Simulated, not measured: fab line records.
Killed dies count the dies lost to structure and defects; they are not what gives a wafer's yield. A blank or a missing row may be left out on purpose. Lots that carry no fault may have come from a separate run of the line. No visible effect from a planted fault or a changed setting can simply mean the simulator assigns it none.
Which tool was responsible? / flow n5 finfet / 11 lots with 33 wafers sampled at 6 steps, on a route of 1938 steps

## WHAT EACH GAUGE READ, for each wafer
N5_BEOL_M6_INSPECT_58: inspects for defects (darkfield).
lot=L077; measured=day 8 23:47; on=defect inspect-02; raw defect count=85 124 77
lot=L078; measured=day 9 17:14; on=defect inspect-02; raw defect count=71 54 101
lot=L080; measured=day 10 07:50; on=defect inspect-02; raw defect count=59 101 66
lot=L081; measured=day 11 10:39; on=defect inspect-01; raw defect count=107 77 119
lot=L084; measured=day 11 14:09; on=defect inspect-01; raw defect count=57 76 86
lot=L085; measured=day 11 16:14; on=defect inspect-02; raw defect count=49 74 69
lot=L087; measured=day 12 11:41; on=defect inspect-01; raw defect count=59 113 82
lot=L090; measured=day 12 23:23; on=defect inspect-01; raw defect count=72 83 88
lot=L093; measured=day 13 20:11; on=defect inspect-01; raw defect count=88 104 71
lot=L095; measured=day 14 07:58; on=defect inspect-01; raw defect count=102 115 114
lot=L097; measured=day 14 17:23; on=defect inspect-01; raw defect count=66 66 53

## EACH LOT AND THE TOOL THAT RAN IT (in order: tool; ch and the chambers of the sampled wafers; start)
lot=L077; N5_BEOL_M6_ETCH_62=rie diel-03 ch 2,3, day 8 18:31; N5_BEOL_M6_ETCH_72=rie diel-03 ch 0,3, day 8 20:48; N5_BEOL_M6_STRIP_36=rie diel-03 ch 0,3, day 8 21:00; N5_BEOL_M6_PRE_CLEAN_45=pvd sputter-03, day 8 22:15; N5_BEOL_M6_ALD_77=ald metal-03 ch 2,3, day 8 22:19
lot=L078; N5_BEOL_M6_ETCH_62=rie diel-03 ch 0,1,2, day 9 11:55; N5_BEOL_M6_ETCH_72=rie diel-01 ch 0,2,3, day 9 12:56; N5_BEOL_M6_STRIP_36=rie diel-01 ch 0,2,3, day 9 13:07; N5_BEOL_M6_PRE_CLEAN_45=pvd sputter-02, day 9 15:44; N5_BEOL_M6_ALD_77=ald metal-03 ch 0,2,3, day 9 15:48
lot=L080; N5_BEOL_M6_ETCH_62=rie diel-04 ch 1,3, day 10 02:13; N5_BEOL_M6_ETCH_72=rie diel-03 ch 0,2, day 10 04:41; N5_BEOL_M6_STRIP_36=rie diel-03 ch 0,2, day 10 04:53; N5_BEOL_M6_PRE_CLEAN_45=pvd sputter-02, day 10 05:43; N5_BEOL_M6_ALD_77=ald metal-03 ch 2,3, day 10 05:47
lot=L081; N5_BEOL_M6_ETCH_62=rie diel-01 ch 0,3, day 11 01:35; N5_BEOL_M6_ETCH_72=rie diel-04 ch 1,2, day 11 06:32; N5_BEOL_M6_STRIP_36=rie diel-04 ch 1,2, day 11 06:44; N5_BEOL_M6_PRE_CLEAN_45=pvd sputter-03, day 11 07:29; N5_BEOL_M6_ALD_77=ald metal-04 ch 2,3, day 11 07:32
lot=L084; N5_BEOL_M6_ETCH_62=rie diel-04 ch 1,3, day 11 07:49; N5_BEOL_M6_ETCH_72=rie diel-01 ch 0,1,3, day 11 10:04; N5_BEOL_M6_STRIP_36=rie diel-01 ch 0,1,3, day 11 10:16; N5_BEOL_M6_PRE_CLEAN_45=pvd sputter-02, day 11 12:04; N5_BEOL_M6_ALD_77=ald metal-03 ch 0,1,3, day 11 12:16
lot=L085; N5_BEOL_M6_ETCH_62=rie diel-04 ch 1,2, day 11 11:12; N5_BEOL_M6_ETCH_72=rie diel-01 ch 0,1,2, day 11 12:04; N5_BEOL_M6_STRIP_36=rie diel-01 ch 0,1,2, day 11 12:16; N5_BEOL_M6_PRE_CLEAN_45=pvd sputter-01, day 11 13:04; N5_BEOL_M6_ALD_77=ald metal-04 ch 0,1,3, day 11 13:13
lot=L087; N5_BEOL_M6_ETCH_62=rie diel-01 ch 0,2,3, day 12 06:48; N5_BEOL_M6_ETCH_72=rie diel-03 ch 0,2,3, day 12 08:58; N5_BEOL_M6_STRIP_36=rie diel-03 ch 0,2,3, day 12 09:10; N5_BEOL_M6_PRE_CLEAN_45=pvd sputter-01, day 12 09:55; N5_BEOL_M6_ALD_77=ald metal-04 ch 0,2,3, day 12 10:03
lot=L090; N5_BEOL_M6_ETCH_62=rie diel-03 ch 1,2,3, day 12 18:38; N5_BEOL_M6_ETCH_72=rie diel-03 ch 0,2,3, day 12 20:49; N5_BEOL_M6_STRIP_36=rie diel-03 ch 0,2,3, day 12 21:01; N5_BEOL_M6_PRE_CLEAN_45=pvd sputter-01, day 12 21:53; N5_BEOL_M6_ALD_77=ald metal-03 ch 0,2,3, day 12 21:57
lot=L093; N5_BEOL_M6_ETCH_62=rie diel-04 ch 0,1, day 13 14:41; N5_BEOL_M6_ETCH_72=rie diel-01 ch 1,2,3, day 13 16:37; N5_BEOL_M6_STRIP_36=rie diel-01 ch 1,2,3, day 13 16:49; N5_BEOL_M6_PRE_CLEAN_45=pvd sputter-01, day 13 17:48; N5_BEOL_M6_ALD_77=ald metal-01 ch 0,1, day 13 17:52
lot=L095; N5_BEOL_M6_ETCH_62=rie diel-01 ch 0,2,3, day 14 03:48; N5_BEOL_M6_ETCH_72=rie diel-03 ch 0,1,2, day 14 04:53; N5_BEOL_M6_STRIP_36=rie diel-03 ch 0,1,2, day 14 05:05; N5_BEOL_M6_PRE_CLEAN_45=pvd sputter-01, day 14 06:08; N5_BEOL_M6_ALD_77=ald metal-04 ch 0,1,3, day 14 06:13
lot=L097; N5_BEOL_M6_ETCH_62=rie diel-01 ch 1,2,3, day 14 10:13; N5_BEOL_M6_ETCH_72=rie diel-04 ch 0,1,2, day 14 14:25; N5_BEOL_M6_STRIP_36=rie diel-04 ch 0,1,2, day 14 14:37; N5_BEOL_M6_PRE_CLEAN_45=pvd sputter-03, day 14 15:44; N5_BEOL_M6_ALD_77=ald metal-04 ch 0,1,3, day 14 15:48
- N5_BEOL_M6_ETCH_62: etches SOC in N2/H2, target depth 110 nm, overetch 22 nm, time 165 s.
- N5_BEOL_M6_ETCH_72: etches underlayer in N2/H2, target depth 6.5 nm, time 5.2 s.
- N5_BEOL_M6_STRIP_36: strips in N2/H2.
- N5_BEOL_M6_PRE_CLEAN_45: time 30 s.
- N5_BEOL_M6_ALD_77: deposits TaN, target thk 2 nm, pulse time 2 s, purge time 3 s.

## THE ANSWER, worked out from the rows above alone
Rule: usual is defined by the lots themselves. The widest of any qualifying gaps counts: lots, ordered by their means at a reading, are off when they make up no more than a third of the lots, leave a main group of 4 or more, and stand apart from it by 3 or more times the standard deviation of that group's means. The tables above print the reading to a certain number of digits; a main group whose means all agree to those digits is not used. Also off: a lot with no number at a reading for which 4 or more lots have one. Any other lot the step has rows for is counted as sound.
No lot is off on any of the readings shown, so nothing can be concluded from this.

## WHAT THE SIMULATOR PUT IN
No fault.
